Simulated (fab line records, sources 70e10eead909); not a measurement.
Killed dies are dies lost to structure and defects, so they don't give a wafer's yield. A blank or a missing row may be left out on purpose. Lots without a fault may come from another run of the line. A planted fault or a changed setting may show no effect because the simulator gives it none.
Which tool did it? | flow nand_harc | 12 lots, 36 wafers sampled, at 5 steps of a route of 1302

WHAT THE GAUGES READ, wafer by wafer
NHARC_P_M2_CD_MEAS_09: target cd 170 nm.
lot  | measured     | on        | cd_nm (nm)
L953 | day 6 14:49  | cd_sem-02 | 169.9 169.7 169.4
L956 | day 8 00:26  | cd_sem-02 | 169.9 169.9 170.6
L957 | day 8 01:55  | cd_sem-01 | 168.4 168.7 168.6
L958 | day 8 07:14  | cd_sem-01 | 168.8 169.2 168.8
L963 | day 10 19:10 | cd_sem-01 | 170.7 170.2 170.1
L965 | day 11 13:34 | cd_sem-02 | 169.5 168.6 169.3
L967 | day 12 15:17 | cd_sem-03 | 169.5 170.0 169.1
L971 | day 13 21:44 | cd_sem-01 | 170.9 170.3 170.0
L972 | day 14 12:47 | cd_sem-02 | 170.1 170.4 170.2
L973 | day 14 17:58 | cd_sem-01 | 168.9 169.6 168.5
L974 | day 14 23:58 | cd_sem-03 | 169.6 168.8 169.9
L976 | day 15 21:36 | cd_sem-01 | 169.9 170.1 169.6

NHARC_END_SORT_01.
lot  | measured     | on        | defect_limited_yield (%) | killed_at_array | killed_at_other | killed_at_periphery | killed_dies | killed_open | killed_short
L958 | day 26 12:20 | prober-02 | 90.7 89.8 92.2           | 61 67 51        | 1 1 1           | 1 1 1               | 63 69 53    | 2 5 1       | 2 0 4
L965 | day 30 15:55 | prober-01 | 88.2                     | 72              | 0               | 8                   | 80          | 2           | 5
L967 | day 31 09:17 | prober-02 | 91.7                     | 50              | 1               | 5                   | 56          | 2           | 2

WHICH TOOL RAN EACH LOT (tool, then ch and the chambers of the sampled wafers, then the start)
lot  | NHARC_P_M1_ANNEAL_31             | NHARC_P_M2_ETCH_15                 | NHARC_P_M2_STRIP_18
L953 | rtp_anneal-02 ch 0, day 6 12:43  | rie_diel-02 ch 0,1,2, day 6 15:11  | rie_diel-04 ch 0,3, day 6 15:23
L956 | rtp_anneal-02 ch 0, day 7 22:27  | rie_diel-09 ch 0,1,2, day 8 00:49  | rie_diel-04 ch 0,3, day 8 01:01
L957 | rtp_anneal-02 ch 0, day 7 23:42  | rie_diel-09 ch 0,1,3, day 8 02:17  | rie_diel-04 ch 0,1,2, day 8 02:32
L958 | rtp_anneal-02 ch 0, day 8 05:02  | rie_diel-02 ch 1,2, day 8 07:35    | rie_diel-02 ch 0,1,2, day 8 07:51
L963 | rtp_anneal-01 ch 0, day 10 17:06 | rie_diel-04 ch 1,2,3, day 10 20:01 | rie_diel-02 ch 0,2, day 10 20:14
L965 | rtp_anneal-02 ch 0, day 11 11:24 | rie_diel-04 ch 0,1,3, day 11 13:56 | rie_diel-09 ch 0,2, day 11 14:10
L967 | rtp_anneal-02 ch 0, day 12 13:04 | rie_diel-04 ch 0,1,2, day 12 15:38 | rie_diel-02 ch 0,1,3, day 12 15:52
L971 | rtp_anneal-02 ch 0, day 13 19:31 | rie_diel-02 ch 0,2,3, day 13 22:06 | rie_diel-04 ch 0,1, day 13 22:19
L972 | rtp_anneal-01 ch 0, day 14 10:52 | rie_diel-02 ch 2,3, day 14 13:08   | rie_diel-04 ch 1,2,3, day 14 13:24
L973 | rtp_anneal-02 ch 0, day 14 15:47 | rie_diel-02 ch 0,2,3, day 14 18:19 | rie_diel-04 ch 0,1,3, day 14 18:32
L974 | rtp_anneal-02 ch 0, day 14 21:45 | rie_diel-09 ch 1,2,3, day 15 00:19 | rie_diel-02 ch 0,1,3, day 15 00:35
L976 | rtp_anneal-02 ch 0, day 15 19:32 | rie_diel-02 ch 0,1,2, day 15 21:58 | rie_diel-02 ch 0,2,3, day 15 22:10
- NHARC_P_M1_ANNEAL_31: time 90 s.
- NHARC_P_M2_ETCH_15: etches the open film in C4F8/Ar, target depth 182.5 nm, time 91.2 s.
- NHARC_P_M2_STRIP_18: strips in N2/H2.

WHAT THE TOOLS THEMSELVES READ (means of the sampled wafers that have a number; where no wafer has one, the mark that the record gives instead)
NHARC_P_M1_ANNEAL_31.
lot  | tool          | wafer_temp_C_max
L953 | rtp_anneal-02 | 226.29
L956 | rtp_anneal-02 | 226.58
L957 | rtp_anneal-02 | 226.37
L958 | rtp_anneal-02 | 226.13
L963 | rtp_anneal-01 | 226.31
L965 | rtp_anneal-02 | 226.27
L967 | rtp_anneal-02 | 226.47
L971 | rtp_anneal-02 | 226.25
L972 | rtp_anneal-01 | 226.00
L973 | rtp_anneal-02 | 226.05
L974 | rtp_anneal-02 | 226.25
L976 | rtp_anneal-02 | 226.08

NHARC_P_M2_ETCH_15.
lot  | tool        | bias_w (W) | oes_product_au (a.u.) | rf_vpp_V (V) | run_length_s (s)
L953 | rie_diel-02 | 300.0      | 0.961                 | 440.9        | 112.6
L956 | rie_diel-09 | 300.8      | 0.968                 | 441.4        | 112.4
L957 | rie_diel-09 | 300.6      | 0.970                 | 443.6        | 112.4
L958 | rie_diel-02 | 300.5      | 0.964                 | 439.1        | 112.5
L963 | rie_diel-04 | 300.3      | 0.925                 | 441.9        | 113.1
L965 | rie_diel-04 | 300.0      | 0.922                 | 442.4        | 110.1
L967 | rie_diel-04 | 300.7      | 0.920                 | 441.7        | 110.2
L971 | rie_diel-02 | 300.1      | 0.966                 | 441.4        | 112.6
L972 | rie_diel-02 | 300.2      | 0.944                 | 440.3        | 112.1
L973 | rie_diel-02 | 300.7      | 0.966                 | 441.8        | 112.3
L974 | rie_diel-09 | 299.7      | 0.977                 | 441.1        | 112.3
L976 | rie_diel-02 | 299.7      | 0.933                 | 440.7        | 112.4

NHARC_P_M2_STRIP_18.
lot  | tool        | drypump_motor_current_A (A) | h2_flow_sccm (sccm) | oes_product_au (a.u.) | rf_vpp_V (V) | showerhead_plenum_p_Torr (Torr) | throttle_valve_pct (%)
L953 | rie_diel-04 | 5.4                         | 150.2               | 1.005                 | 90.9         | 2.04                            | 14.183
L956 | rie_diel-04 | 5.4                         | 150.4               | 1.008                 | 90.2         | 2.04                            | 14.168
L957 | rie_diel-04 | 5.7                         | 149.5               | 0.997                 | 90.2         | 2.07                            | 14.170
L958 | rie_diel-02 | 6.0                         | 150.0               | 0.978                 | 90.8         | 2.02                            | 14.185
L963 | rie_diel-02 | 6.1                         | 150.1               | 0.997                 | 90.5         | 2.05                            | 14.169
L965 | rie_diel-09 | 5.8                         | 150.2               | 1.004                 | 90.2         | 2.06                            | 14.168
L967 | rie_diel-02 | 6.1                         | 149.8               | 1.000                 | 91.2         | 2.10                            | 14.165
L971 | rie_diel-04 | 5.8                         | 149.9               | 0.993                 | 90.8         | 2.15                            | 14.174
L972 | rie_diel-04 | 5.8                         | 150.2               | 0.991                 | 90.9         | 2.07                            | 14.169
L973 | rie_diel-04 | 5.6                         | 150.2               | 0.988                 | 90.7         | 2.10                            | 14.168
L974 | rie_diel-02 | 6.1                         | 149.9               | 1.006                 | 91.2         | 2.09                            | 14.170
L976 | rie_diel-02 | 6.2                         | 150.2               | 1.004                 | 90.6         | 2.07                            | 14.173

THE ANSWER, worked out from the rows above alone
Rule: what is usual is taken from the lots themselves. Put in order of their means at a reading, lots are off if they are a third of the lots or fewer, leave a main group of 4 or more, and stand apart from it by a gap of 3 or more times the standard deviation of the main group's means; of several such gaps the widest counts. A main group whose means are all the same, to the digits that the tables above print for the reading, isn't used. A lot without any number at a reading at which 4 lots or more have one is off too. The other lots that the step has rows for count as sound. The gauges are gone through in route order, then the tools' own readings, and for those a lot's mean is taken as printed above. The first step at which some lot is off is used, and at that step the reading that is off furthest; a lot without a number counts as furthest.
Off: L965, L967, at NHARC_P_M2_ETCH_15 (run_length_s). The main group: mean 112.5 s, standard deviation 0.25.
A tool fits if, at that step or a process step before it, it ran every lot that is off, and no sound lot after the first of them. One fits: rie_diel-04 at NHARC_P_M2_ETCH_15. Its last sound lot is L963 (day 10 20:01), its first lot that is off L965 (day 11 13:56): a fault that began between those two fits.
The tool's own readings at NHARC_P_M2_ETCH_15 bear it out: on the lots that are off they differ by more than 5 times the standard deviation of the sound lots' means. run_length_s reads 110.2 s there against 112.5 s on the sound lots.

WHAT THE SIMULATOR HAD PUT IN
Process parameter drift: rie_diel-04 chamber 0, from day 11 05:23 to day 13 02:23, at NHARC_P_M2_ETCH_15. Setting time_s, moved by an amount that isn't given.
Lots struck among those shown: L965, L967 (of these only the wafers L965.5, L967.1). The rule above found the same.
